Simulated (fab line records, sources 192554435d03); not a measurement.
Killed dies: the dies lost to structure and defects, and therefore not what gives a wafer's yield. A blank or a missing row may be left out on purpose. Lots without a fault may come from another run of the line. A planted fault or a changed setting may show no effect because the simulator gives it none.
Which tool did it? -- flow n5-finfet -- 27 wafers from 9 lots sampled at 6 of the route's 1938 steps

WHAT THE GAUGES READ, wafer by wafer
N5_ZERO_LAYER_CD_MEAS_11 targets a cd of 2000 nm. Usual: cd-nm reads 2000.1 nm (standard deviation 1.7).
lot,measured,on,cd-nm (nm),flag
L567,day 1 12:46,cd-sem-03,2002.5 2000.8 2004.1,
L568,day 1 18:38,cd-sem-02,2001.9 2002.4 2002.1,
L571,day 2 12:39,cd-sem-01,2002.4 2001.0 2002.0,
L576,day 3 18:38,cd-sem-01,2001.0 2002.5 2002.0,
L586,day 6 06:46,cd-sem-02,1998.9 1999.5 2002.0,
L587,day 6 12:38,cd-sem-03,2001.3 2001.8 1999.4,
L588,day 6 18:47,cd-sem-01,1999.5 1999.2 1998.4,
L589,day 7 00:41,cd-sem-01,2001.1 2000.8 2000.3,
L590,day 7 06:38,cd-sem-02,1997.2 1998.4 1996.7,

N5_WELL_APT_CD_MEAS_25 targets a cd of 200 nm. Usual: cd-nm reads 200.4 nm (standard deviation 1.5).
lot,measured,on,cd-nm (nm),flag
L567,day 1 15:12,cd-sem-01,198.9 198.0 200.6,
L568,day 1 20:43,cd-sem-03,203.0 200.7 200.8,
L571,day 2 15:14,cd-sem-02,200.5 200.6 199.7,
L576,day 3 21:32,cd-sem-02,193.3 195.2 202.5,
L586,day 6 09:30,cd-sem-01,198.8 199.3 196.8,
L587,day 6 14:42,cd-sem-01,200.9 200.5 201.5,
L588,day 6 20:59,cd-sem-03,202.0 202.2 203.0,
L589,day 7 03:20,cd-sem-03,200.1 200.0 200.0,
L590,day 7 08:53,cd-sem-02,199.7 200.1 201.9,

N5_BEOL_M4_RC_MEAS_101. Usual: DIBL_N 36.3 mV/V, standard deviation 1.4; DIBL_P 36.2 mV/V, standard deviation 1.5; IOFF_N 0.160 nA/um, standard deviation 0.021; IOFF_P 0.211 nA/um, standard deviation 0.027; ION_N 676 uA/um, standard deviation 7.7; ION_P 463 uA/um, standard deviation 5.5; SS_N 71.4 mV/dec, standard deviation 0.57; SS_P 73.3 mV/dec, standard deviation 0.58; VT_N 249.3 mV, standard deviation 2.5; VT_P -250.1 mV, standard deviation 2.6.
lot,measured,on,DIBL_N (mV/V),DIBL_P (mV/V),IOFF_N (nA/um),IOFF_P (nA/um),ION_N (uA/um),ION_P (uA/um),SS_N (mV/dec),SS_P (mV/dec),VT_N (mV),VT_P (mV),flag
L567,day 7 19:00,prober-01,34.3 35.3 36.3,34.3 34.4 35.6,0.147 0.144 0.168,0.183 0.182 0.192,673 667 679,460 455 460,71.0 71.3 72.2,73.4 73.5 73.1,249.2 251.0 247.8,-253.5 -253.1 -251.2,
L568,day 8 13:32,prober-01,38.2 37.7 39.7,38.3 36.9 38.2,0.174 0.154 0.195,0.251 0.215 0.248,683 675 675,471 464 465,72.4 72.0 72.0,73.7 73.3 73.9,248.6 250.5 248.5,-245.4 -246.7 -249.7,
L571,day 8 21:04,prober-02,37.4 35.2 37.5,38.7 35.6 38.4,0.190 0.150 0.201,0.217 0.176 0.208,691 671 688,466 457 466,71.3 70.5 71.4,72.6 72.5 72.7,247.0 248.2 245.2,-251.9 -253.0 -251.5,
L576,day 10 06:29,prober-02,34.5 34.5 34.8,35.8 35.7 36.1,0.155 0.148 0.159,0.194 0.189 0.199,687 685 690,471 462 467,71.6 71.3 71.2,72.5 72.8 73.2,249.1 249.6 249.1,-251.3 -249.6 -253.2,
L586,day 12 12:07,prober-02,35.1 35.0 34.2,33.6 34.5 33.2,0.140 0.153 0.135,0.178 0.185 0.174,667 680 668,459 460 455,70.2 71.4 70.4,72.8 73.0 72.7,251.3 246.7 249.4,-250.3 -255.1 -253.7,
L587,day 13 08:55,prober-02,36.2 33.3 35.4,37.0 34.4 36.0,0.155 0.112 0.134,0.210 0.168 0.185,681 667 676,465 460 465,71.0 70.5 71.1,72.6 72.3 72.1,248.7 252.3 250.8,-248.2 -251.6 -252.4,
L588,day 13 12:47,prober-01,36.7 34.1 34.5,38.9 35.2 36.2,0.172 0.128 0.141,0.245 0.191 0.199,678 662 671,468 462 461,71.2 70.9 70.6,73.8 72.5 73.5,248.6 250.9 251.8,-249.6 -248.4 -251.2,
L589,day 13 20:19,prober-01,36.9 36.1 37.2,37.2 36.4 37.9,0.179 0.162 0.189,0.233 0.231 0.242,680 683 687,468 469 471,71.7 71.4 72.7,73.4 74.0 74.3,249.0 249.9 247.6,-246.6 -250.1 -248.8,
L590,day 14 01:29,prober-01,36.2 35.2 37.5,36.6 34.4 37.0,0.155 0.125 0.157,0.221 0.181 0.228,673 660 673,465 451 460,71.6 70.8 71.8,74.1 73.0 74.3,250.7 253.3 250.6,-249.9 -250.6 -249.8,

TOOL THAT RAN EACH LOT (tool first, then ch and the chambers of the sampled wafers, then the start)
lot,N5_WELL_APT_EXPOSE_22,N5_WELL_APT_RTA_34,N5_PMOS_HMC_CHANNEL_EPI_HM_DEP_34
L567,"krf-scanner-02 ch 0, day 1 15:02","rtp-anneal-02 ch 0, day 1 16:07","pecvd-02 ch 0,1, day 1 17:01"
L568,"krf-scanner-02 ch 0, day 1 20:32","rtp-anneal-01 ch 0, day 1 23:07","pecvd-01 ch 0,1,2, day 2 00:14"
L571,"krf-scanner-02 ch 0, day 2 15:03","rtp-anneal-01 ch 0, day 2 16:15","pecvd-03 ch 0,1,2, day 2 17:11"
L576,"krf-scanner-02 ch 0, day 3 21:22","rtp-anneal-01 ch 0, day 3 22:34","pecvd-03 ch 0,2, day 3 23:29"
L586,"krf-scanner-01 ch 0, day 6 09:20","rtp-anneal-01 ch 0, day 6 10:22","pecvd-02 ch 0,1,2, day 6 11:16"
L587,"krf-scanner-01 ch 0, day 6 14:32","rtp-anneal-01 ch 0, day 6 15:43","pecvd-03 ch 0,1, day 6 16:38"
L588,"krf-scanner-02 ch 0, day 6 20:49","rtp-anneal-02 ch 0, day 6 21:52","pecvd-02 ch 1,2, day 6 22:46"
L589,"krf-scanner-02 ch 0, day 7 03:10","rtp-anneal-01 ch 0, day 7 04:24","pecvd-01 ch 0,1,2, day 7 05:19"
L590,"krf-scanner-02 ch 0, day 7 08:43","rtp-anneal-02 ch 0, day 7 09:50","pecvd-03 ch 1,2, day 7 10:43"
- N5_WELL_APT_EXPOSE_22: exposes mask PWELL, defocus 0 nm, target cd 200 nm.
- N5_WELL_APT_RTA_34: time 10 s.
- N5_PMOS_HMC_CHANNEL_EPI_HM_DEP_34: deposits SiO2 from TEOS/O2, target thk 36 nm, time 6.9 s.

WHAT THE TOOLS THEMSELVES READ (means of the sampled wafers that have a number; where no wafer has one, the mark that the record gives instead)
N5_WELL_APT_EXPOSE_22. Usual: stage-vel-mm-s 500.0 mm/s, standard deviation 0.3.
lot,tool,stage-vel-mm-s (mm/s),flag
L567,krf-scanner-02,499.9,
L568,krf-scanner-02,500.2,
L571,krf-scanner-02,499.8,
L576,krf-scanner-02,499.7,
L586,krf-scanner-01,499.8,
L587,krf-scanner-01,499.9,
L588,krf-scanner-02,499.9,
L589,krf-scanner-02,500.4,
L590,krf-scanner-02,500.1,

N5_WELL_APT_RTA_34. Usual: lamp-power-pct 13.01 %, standard deviation 0.052; lamp_zone_3_pct 12.993 %, standard deviation 0.03; lamp_zone_5_pct 12.995 %, standard deviation 0.028; wafer_temp_C_max 1003.5, standard deviation 1.
lot,tool,lamp-power-pct (%),lamp_zone_3_pct (%),lamp_zone_5_pct (%),wafer_temp_C_max,flag
L567,rtp-anneal-02,13.02,12.992,12.997,1004.4,
L568,rtp-anneal-01,13.01,13.018,13.002,1003.3,
L571,rtp-anneal-01,12.97,13.013,12.987,1003.9,
L576,rtp-anneal-01,13.00,12.975,13.002,1004.5,
L586,rtp-anneal-01,13.04,13.013,12.994,1004.7,
L587,rtp-anneal-01,12.98,13.017,12.995,1003.1,
L588,rtp-anneal-02,13.00,12.984,12.995,1004.4,
L589,rtp-anneal-01,13.00,12.992,13.006,1003.8,
L590,rtp-anneal-02,13.04,12.967,12.981,1004.2,

N5_PMOS_HMC_CHANNEL_EPI_HM_DEP_34. Usual: heater-power-w 567 W, standard deviation 110; showerhead-plenum-p-Torr 8.35 Torr, standard deviation 0.041; showerhead-vpp-V 1895 V, standard deviation 64; throttle-valve-pct 18.6 %, standard deviation 1.1.
lot,tool,heater-power-w (W),showerhead-plenum-p-Torr (Torr),showerhead-vpp-V (V),throttle-valve-pct (%),flag
L567,pecvd-02,595,8.31,1856,19.9,
L568,pecvd-01,532,8.36,1878,18.4,
L571,pecvd-03,595,8.38,1935,17.7,
L576,pecvd-03,635,8.38,1912,17.6,
L586,pecvd-02,536,8.33,1880,19.1,
L587,pecvd-03,568,8.41,1913,17.8,
L588,pecvd-02,505,8.34,1856,19.0,
L589,pecvd-01,481,8.35,1877,18.8,
L590,pecvd-03,630,8.38,1936,17.9,

THE ANSWER, worked out from the rows above alone
Rule: a lot is off if the mean of its wafers that have a number lies more than 3 standard deviations from the usual mean. Also off: a lot with no number at a reading for which 4 or more lots have one. The other lots that the step has rows for count as sound. After the gauges, taken in route order, come the tools' own readings; for these a lot's mean is taken, as printed above. At the first step where some lot is off, the reading lying furthest off is the one used; lots without a number count as furthest.
No lot is off at any reading shown: from this, nothing can be told.

WHAT THE SIMULATOR HAD PUT IN
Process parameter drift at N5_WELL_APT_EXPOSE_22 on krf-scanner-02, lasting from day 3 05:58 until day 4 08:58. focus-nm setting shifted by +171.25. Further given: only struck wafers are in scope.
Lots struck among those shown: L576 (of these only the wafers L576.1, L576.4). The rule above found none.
